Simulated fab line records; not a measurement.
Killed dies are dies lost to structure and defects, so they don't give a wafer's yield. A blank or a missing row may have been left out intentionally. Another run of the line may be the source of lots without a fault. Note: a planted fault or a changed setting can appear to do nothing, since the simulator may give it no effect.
Matching of chambers | flow n5 finfet | 3 sister chambers for N5_BEOL_M8_ILD_DEP_00 on pecvd-03
The step deposits SiCOH lowk from DEMS/porogen, target thk 179.75 nm, time 33.4 s. 18 wafers are shown with their chamber, then 9 later ones without.

== WAFERS, EACH WITH ITS CHAMBER ==
wafer  | chamber | heater power w (W) | heater power outer w (W) | throttle valve pct (%)
L074.3 | 0       | 249                | 130                      | 13.4
L074.4 | 0       | 263                | 132                      | 13.4
L074.5 | 1       | 331                | 154                      | 14.6
L075.3 | 2       | 239                | 81                       | 13.0
L075.4 | 2       | 236                | 83                       | 12.8
L075.6 | 0       | 280                | 156                      | 13.3
L081.1 | 0       | 250                | 121                      | 13.5
L081.3 | 0       | 247                | 126                      | 13.7
L081.6 | 0       | 263                | 131                      | 13.7
L082.1 | 0       | 297                | 162                      | 13.8
L082.4 | 0       | 298                | 162                      | 13.5
L082.5 | 0       | 292                | 168                      | 13.4
L080.1 | 2       | 238                | 95                       | 13.3
L080.4 | 2       | 254                | 98                       | 13.2
L080.5 | 0       | 280                | 140                      | 13.5
L089.1 | 1       | 332                | 160                      | 14.6
L089.3 | 2       | 238                | 83                       | 13.2
L089.5 | 1       | 340                | 160                      | 14.2

SIGNATURES, as means of the wafers listed above
reading              | chamber 0 | chamber 1 | chamber 2 | scatter within a chamber
heater power w       | 271.90    | 334.33    | 241.00    | 16.1
heater power outer w | 142.80    | 158.00    | 88.00     | 14.2
throttle valve pct   | 13.520    | 14.467    | 13.100    | 0.183
Rule: for a wafer and a chamber, the distance is found by dividing, reading by reading, the gap between the wafer's reading and the chamber's mean by the reading's scatter, squaring, summing and taking the root. If the next closest chamber is less than 2 further off than the closest, the wafer can't be placed; otherwise it belongs to the closest. The scatter: the root of (the sum of the squares of (reading less its chamber's mean) over the shown wafers, divided by (wafers less chambers)).

== WAFERS WHOSE CHAMBER IS MISSING ==
wafer  | heater power w (W) | heater power outer w (W) | throttle valve pct (%)
L088.1 | 252                | 96                       | 13.1
L088.2 | 288                | 154                      | 13.8
L088.3 | 284                | 115                      | 14.5
L093.2 | 244                | 117                      | 13.5
L093.3 | 279                | 119                      | 14.6
L093.6 | 287                | 121                      | 14.4
L097.2 | 316                | 140                      | 14.5
L097.3 | 232                | 86                       | 13.2
L097.6 | 275                | 146                      | 13.7

== THE CHAMBER EACH PASSED THROUGH ==
wafer  | from the rows above     | in truth
L088.1 | 2                       | 2
L088.2 | 0                       | 0
L088.3 | can't be placed: 1 or 0 | 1
L093.2 | can't be placed: 0 or 2 | 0
L093.3 | can't be placed: 1 or 0 | 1
L093.6 | can't be placed: 1 or 0 | 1
L097.2 | 1                       | 1
L097.3 | 2                       | 2
L097.6 | 0                       | 0
Correct placement for 5 of the 9. From these rows, 4 cannot be placed; in 4 the true chamber is one of the candidates. Number placed wrongly: 0.
